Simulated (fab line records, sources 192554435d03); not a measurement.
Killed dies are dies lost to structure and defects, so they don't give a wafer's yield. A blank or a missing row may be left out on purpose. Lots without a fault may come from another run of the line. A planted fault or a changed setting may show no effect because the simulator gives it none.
A struck lot beside a sound one | flow n5_finfet | 15 steps out of a route of 1938
Sound: wafers L470.1, L470.2, L470.6. Struck: wafers L487.1, L487.2, L487.5. The cause comes at the end.
At each step with rows: each side's tool, then ch and its chambers, then its first start. Under that, the readings that differ: sound wafers | struck wafers | difference of the means | sigmas: that difference in standard deviations of wafers without a fault.
alike: readings whose means differ by less than 2 such deviations, and words and numbers that are the same on both sides. not compared: withheld readings, readings that some wafer has no value for, bounds like >300 that may hide the same value, and numbers for which the record gives no deviation and whose values overlap.
The two part at a step that has a row with sigmas, a row that says differs or no value, or rows on one side only. Numbers that don't overlap but have no deviation are shown without sigmas and don't part them. A reading that every wafer of one side lacks parts them only if that side has two wafers or more.

first, 1 step without rows for these wafers: N5_BEOL_M10_ANNEAL_51 (time 90 s).
N5_BEOL_M10_CMP_52: polishes, stops on SiCOH lowk, t overpolish 7 s, target thk 140 nm.
  sound on cmp-02 ch 0,1,2, day 11 01:54; struck on cmp-03 ch 0,1,2, day 15 21:53
  alike: barrier_field_endpoint_s, motor_current_A, overpolish_run_s, time_to_endpoint_s
N5_BEOL_M10_THK_MEAS_53: measures by xrf.
  sound on film_metro-02, day 11 02:11; struck on film_metro-01, day 15 22:08
  alike: M10_THK
then, 1 step without rows for these wafers: N5_BEOL_M10_PRE_CLEAN_55 (time 15 s).
N5_BEOL_M10_DEP_56: deposits SiCN from 3MS/NH3, target thk 15 nm, time 26.5 s.
  sound on pecvd-03 ch 0,1, day 11 02:16; struck on pecvd-02 ch 0,1, day 15 22:11
  alike: showerhead_plenum_p_Torr, throttle_valve_pct
N5_BEOL_M10_RS_MEAS_57: measures by four-point-probe.
  sound on film_metro-01, day 11 02:20; struck on film_metro-02, day 15 22:16
  alike: M10_RS
N5_BEOL_M10_INSPECT_58: inspects for defects (darkfield).
  sound on defect_inspect-02, day 11 02:21; struck on defect_inspect-02, day 15 22:17
  alike: raw_defect_count
N5_BEOL_M11_ILD_DEP_00: deposits SiCOH lowk from DEMS/porogen, target thk 308.51 nm, time 58 s.
  sound on pecvd-01 ch 0,1,2, day 11 02:23; struck on pecvd-01 ch 0,1, day 15 22:20
  alike: heater_power_w, showerhead_plenum_p_Torr, throttle_valve_pct
then, 1 step without rows for these wafers: N5_BEOL_M11_CURE_71 (cures SiCOH lowk, time 240 s).
N5_BEOL_M11_THK_MEAS_01:
  sound on film_metro-02, day 11 03:28; struck on film_metro-01, day 15 22:57
  reading          | sound       | struck      | difference | sigmas
  M11_ILD_THK (nm) | 265 272 271 | 263 257 264 | -8         | -2
N5_BEOL_M11_PECVD_70: deposits SiO2 from TEOS/O2, target thk 20 nm, time 22.7 s.
  sound on pecvd-04 ch 0,1,2, day 11 03:30; struck on pecvd-01 ch 0,1, day 15 22:59
  reading                | sound          | struck         | difference | sigmas
  throttle_valve_pct (%) | 21.1 21.7 20.3 | 24.0 23.6 23.9 | +2.8       | +2
  alike: heater_power_w, showerhead_plenum_p_Torr
N5_BEOL_M11_HM_DEP_02: deposits TiN, target thk 20 nm.
  sound on pvd_sputter-01, day 11 03:54; struck on pvd_sputter-02, day 15 23:51
  alike: throttle_valve_pct
N5_BEOL_M11_COAT_59: time 60 s, resist thk 100 nm.
  sound on litho_track-04 ch 0, day 11 04:02; struck on litho_track-03 ch 0, day 15 23:59
  reading                  | sound                | struck               | difference | sigmas
  heater_power_total_W (W) | 500.3 499.6 502.5    | 485.8 487.6 489.8    | -13.1      | -7
  plate_temp_C (C)         | 250.17 250.08 250.06 | 245.19 244.96 245.23 | -4.98      | -28
then, 2 steps without rows for these wafers: N5_BEOL_M11_COAT_60 (time 60 s, resist thk 30 nm); N5_PASSIVATION_PROBE_49.

WHERE THEY PART
First at N5_BEOL_M11_THK_MEAS_01; last, within this record, at N5_BEOL_M11_COAT_59.

WHY: what the simulator had put in
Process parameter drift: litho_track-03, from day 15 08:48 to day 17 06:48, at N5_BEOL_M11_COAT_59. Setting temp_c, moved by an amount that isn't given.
